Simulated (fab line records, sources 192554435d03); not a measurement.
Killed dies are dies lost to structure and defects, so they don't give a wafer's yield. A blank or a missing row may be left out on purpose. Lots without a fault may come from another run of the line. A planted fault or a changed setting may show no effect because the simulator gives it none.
Which tool did it? | flow n5_finfet | 24 lots, 72 wafers sampled, at 3 steps of a route of 1938

WHAT THE GAUGES READ, wafer by wafer
N5_STI_FIN_REVEAL_CD_MEAS_22: target cd 6.238 nm, pitch 28 nm.
lot  | measured    | on        | cd_nm (nm)
L074 | day 2 14:04 | cd_sem-01 | 6.80 6.29 6.85
L075 | day 2 19:38 | cd_sem-02 | 6.63 5.85 6.15
L076 | day 3 04:49 | cd_sem-02 | 5.94 5.96 5.94
L077 | day 3 06:55 | cd_sem-01 | 6.53 6.13 6.23
L078 | day 3 12:21 | cd_sem-03 | 6.36 6.70 5.56
L079 | day 3 20:34 | cd_sem-01 | 5.86 6.27 6.44
L080 | day 4 02:16 | cd_sem-01 | 6.36 5.98 6.18
L081 | day 4 08:16 | cd_sem-03 | 6.08 6.15 6.15
L082 | day 4 14:05 | cd_sem-01 | 6.27 6.82 6.30
L083 | day 5 03:28 | cd_sem-02 | 6.44 5.97 6.07
L084 | day 5 04:14 | cd_sem-02 | 6.58 6.02 5.99
L085 | day 5 07:34 | cd_sem-03 | 6.20 5.81 5.96
L086 | day 5 13:00 | cd_sem-03 | 6.07 6.63 5.74
L087 | day 5 19:55 | cd_sem-01 | 6.56 5.82 6.69
L088 | day 6 04:56 | cd_sem-01 | 6.20 6.22 6.18
L089 | day 6 06:56 | cd_sem-01 | 6.15 6.51 6.47
L090 | day 6 15:02 | cd_sem-01 | 6.44 6.22 6.23
L091 | day 6 20:35 | cd_sem-02 | 5.75 6.38 6.34
L092 | day 7 03:52 | cd_sem-01 | 6.30 5.72 6.01
L093 | day 7 10:23 | cd_sem-01 | 6.50 6.30 6.36
L094 | day 7 15:05 | cd_sem-02 | 5.99 6.31 6.11
L095 | day 7 19:30 | cd_sem-02 | 6.39 6.53 5.89
L096 | day 8 01:13 | cd_sem-02 | 6.32 6.51 6.36
L097 | day 8 07:34 | cd_sem-01 | 6.51 6.27 6.12

N5_DUMMY_GATE_CD_MEAS_24: target cd 15 nm.
lot  | measured    | on        | cd_nm (nm)
L074 | day 2 23:49 | cd_sem-02 | 15.2 15.0 15.3
L075 | day 3 05:21 | cd_sem-01 | 14.9 15.5 15.5
L076 | day 3 14:46 | cd_sem-02 | 15.7 15.3 15.3
L077 | day 3 16:52 | cd_sem-01 | 14.8 15.1 14.7
L078 | day 3 22:32 | cd_sem-03 | 15.1 14.9 15.2
L079 | day 4 06:22 | cd_sem-01 | 15.1 15.0 15.1
L080 | day 4 13:29 | cd_sem-03 | 15.6 15.2 14.5
L081 | day 4 18:01 | cd_sem-01 | 14.6 14.7 14.9
L082 | day 5 00:50 | cd_sem-02 | 14.8 14.5 14.4
L083 | day 5 13:13 | cd_sem-01 | 15.2 15.2 15.4
L084 | day 5 16:59 | cd_sem-01 | 14.9 15.1 14.6
L085 | day 5 18:02 | cd_sem-03 | 14.5 14.3 14.4
L086 | day 6 01:04 | cd_sem-01 | 14.7 15.1 15.2
L087 | day 6 05:46 | cd_sem-03 | 14.9 15.2 15.8
L088 | day 6 14:53 | cd_sem-01 | 15.7 15.2 14.9
L089 | day 6 16:52 | cd_sem-03 | 14.9 15.3 15.7
L090 | day 7 04:56 | cd_sem-02 | 15.0 15.3 15.0
L091 | day 7 06:28 | cd_sem-01 | 15.0 15.7 15.1
L092 | day 7 15:46 | cd_sem-02 | 14.4 15.0 15.0
L093 | day 7 20:07 | cd_sem-03 | 14.9 15.6 14.5
L094 | day 8 00:50 | cd_sem-03 | 15.5 14.5 15.3
L095 | day 8 07:16 | cd_sem-02 | 15.0 15.3 14.9
L096 | day 8 11:30 | cd_sem-02 | 15.8 15.3 15.2
L097 | day 8 17:19 | cd_sem-03 | 14.7 16.4 15.0

WHICH TOOL RAN EACH LOT (tool, then ch and the chambers of the sampled wafers, then the start)
lot  | N5_DUMMY_GATE_CMP_04
L074 | cmp-01 ch 0,1,2, day 2 18:08
L075 | cmp-04 ch 0,1,2, day 2 23:46
L076 | cmp-02 ch 0,1,3, day 3 08:53
L077 | cmp-01 ch 0,1,3, day 3 11:02
L078 | cmp-01 ch 0,1,3, day 3 16:48
L079 | cmp-02 ch 1,2,3, day 4 00:40
L080 | cmp-01 ch 2,3, day 4 07:51
L081 | cmp-01 ch 0,1,2, day 4 12:26
L082 | cmp-01 ch 1,2, day 4 19:07
L083 | cmp-04 ch 1,3, day 5 07:32
L084 | cmp-04 ch 0,1,2, day 5 08:25
L085 | cmp-04 ch 2,3, day 5 12:04
L086 | cmp-04 ch 1,2,3, day 5 19:24
L087 | cmp-04 ch 0,1,3, day 5 23:58
L088 | cmp-01 ch 0,2,3, day 6 09:11
L089 | cmp-01 ch 1,2,3, day 6 11:01
L090 | cmp-04 ch 1,2, day 6 21:24
L091 | cmp-02 ch 1,2,3, day 7 00:50
L092 | cmp-04 ch 0,2,3, day 7 10:08
L093 | cmp-04 ch 2,3, day 7 14:28
L094 | cmp-04 ch 0,3, day 7 19:10
L095 | cmp-04 ch 1,2,3, day 8 01:32
L096 | cmp-02 ch 0,1, day 8 05:52
L097 | cmp-01 ch 0,1,3, day 8 11:42
- N5_DUMMY_GATE_CMP_04: polishes a-Si.

WHAT THE TOOLS THEMSELVES READ (means of the sampled wafers that have a number; where no wafer has one, the mark that the record gives instead)
N5_DUMMY_GATE_CMP_04.
lot  | tool   | motor_current_A (A) | time_to_endpoint_s (s)
L074 | cmp-01 | 9.6                 | 12.9
L075 | cmp-04 | 9.9                 | 10.1
L076 | cmp-02 | 10.0                | 11.0
L077 | cmp-01 | 9.3                 | 12.9
L078 | cmp-01 | 9.4                 | 12.7
L079 | cmp-02 | 10.3                | 14.6
L080 | cmp-01 | 9.2                 | 13.2
L081 | cmp-01 | 9.6                 | 14.1
L082 | cmp-01 | 10.3                | 13.0
L083 | cmp-04 | 9.8                 | 17.8
L084 | cmp-04 | 9.7                 | 11.6
L085 | cmp-04 | 10.2                | 13.8
L086 | cmp-04 | 10.3                | 13.0
L087 | cmp-04 | 9.6                 | 15.8
L088 | cmp-01 | 9.1                 | 11.7
L089 | cmp-01 | 10.0                | 11.4
L090 | cmp-04 | 10.0                | 13.7
L091 | cmp-02 | 10.1                | 13.7
L092 | cmp-04 | 10.0                | 12.3
L093 | cmp-04 | 10.3                | 14.0
L094 | cmp-04 | 10.0                | 14.3
L095 | cmp-04 | 10.3                | 16.3
L096 | cmp-02 | 10.3                | 14.6
L097 | cmp-01 | 9.1                 | 11.8

THE ANSWER, worked out from the rows above alone
Rule: what is usual is taken from the lots themselves. Put in order of their means at a reading, lots are off if they are a third of the lots or fewer, leave a main group of 4 or more, and stand apart from it by a gap of 3 or more times the standard deviation of the main group's means; of several such gaps the widest counts. A main group whose means are all the same, to the digits that the tables above print for the reading, isn't used. A lot without any number at a reading at which 4 lots or more have one is off too. The other lots that the step has rows for count as sound. The gauges are gone through in route order, then the tools' own readings, and for those a lot's mean is taken as printed above. The first step at which some lot is off is used, and at that step the reading that is off furthest; a lot without a number counts as furthest.
No lot is off at any reading shown: from this, nothing can be told.

WHAT THE SIMULATOR HAD PUT IN
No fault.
